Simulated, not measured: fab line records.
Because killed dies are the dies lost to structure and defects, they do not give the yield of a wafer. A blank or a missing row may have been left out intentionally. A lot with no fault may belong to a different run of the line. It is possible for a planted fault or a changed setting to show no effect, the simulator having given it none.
The tool behind it: which one? | flow nandHarc | 18 wafers from 6 lots sampled at 5 of the route's 1159 steps

## WHAT THE GAUGES READ, wafer by wafer
NHARC_END_SORT_01.
lot  | measured     | on        | killedAtArray
L906 | day 21 03:27 | prober-02 | 25 21 25
L918 | day 24 05:50 | prober-01 | 28 31 165

## TOOL THAT RAN EACH LOT (tool first, then ch and the chambers of the sampled wafers, then the start)
lot  | NHARC_A_STAIRCASE_TRIM_220        | NHARC_A_STAIRCASE_ETCH_230                   | NHARC_A_STAIRCASE_TRIM_231                   | NHARC_A_STAIRCASE_ETCH_232
L902 | rieDiel-09 ch 1,2,3, day 11 10:41 | rieDiel-09 ch 0,3, day 11 12:17 or earlier   | rieDiel-09 ch 1,2,3, day 11 12:17 or earlier | rieDiel-09 ch 0,1,3, day 11 12:17
L906 | rieDiel-09 ch 1,2,3, day 12 21:00 | rieDiel-10 ch 0,1,2, day 12 22:57 or earlier | rieDiel-10 ch 1,2,3, day 12 22:57 or earlier | rieDiel-10 ch 0,1,2, day 12 22:57
L911 | rieDiel-09 ch 1,2, day 13 11:17   | rieDiel-09 ch 1,2, day 13 12:47 or earlier   | rieDiel-09 ch 0,3, day 13 12:47 or earlier   | rieDiel-09 ch 0,1, day 13 12:47
L916 | rieDiel-10 ch 1,2,3, day 14 17:44 | rieDiel-09 ch 0,2,3, day 14 19:14 or earlier | rieDiel-09 ch 0,3, day 14 19:14 or earlier   | rieDiel-09 ch 1,3, day 14 19:14
L918 | rieDiel-09 ch 2,3, day 15 21:01   | rieDiel-09 ch 1,2,3, day 16 00:19 or earlier | rieDiel-09 ch 0,1,3, day 16 00:19 or earlier | rieDiel-09 ch 0,1, day 16 00:19
L922 | rieDiel-13 ch 0,2,3, day 16 07:58 | rieDiel-13 ch 1,2,3, day 16 09:46 or earlier | rieDiel-13 ch 1,2,3, day 16 09:46 or earlier | rieDiel-13 ch 0,1,3, day 16 09:46
- NHARC_A_STAIRCASE_TRIM_220: chemistry O2, time 211.2 s.
- NHARC_A_STAIRCASE_ETCH_230: etches the open film in C4F8/O2, target depth 100 nm, time 40.5 s.
- NHARC_A_STAIRCASE_TRIM_231: chemistry O2, time 211.2 s.
- NHARC_A_STAIRCASE_ETCH_232: etches the open film in C4F8/O2, target depth 100 nm, time 40.5 s.

## THE ANSWER, worked out from the rows above alone
Rule: the usual values come from the lots themselves. Put in order of their means at a reading, lots are off if they are a third of the lots or fewer, leave a main group of 4 or more, and stand apart from it by a gap of 3 or more times the standard deviation of the main group's means; of several such gaps the widest counts. A main group whose means are all the same, to the digits that the tables above print for the reading, isn't used. A lot without any number at a reading at which 4 lots or more have one is off too. The other lots that the step has rows for count as sound.
None of the lots is off at any reading shown; this tells nothing.

## WHAT THE SIMULATOR HAD INSERTED
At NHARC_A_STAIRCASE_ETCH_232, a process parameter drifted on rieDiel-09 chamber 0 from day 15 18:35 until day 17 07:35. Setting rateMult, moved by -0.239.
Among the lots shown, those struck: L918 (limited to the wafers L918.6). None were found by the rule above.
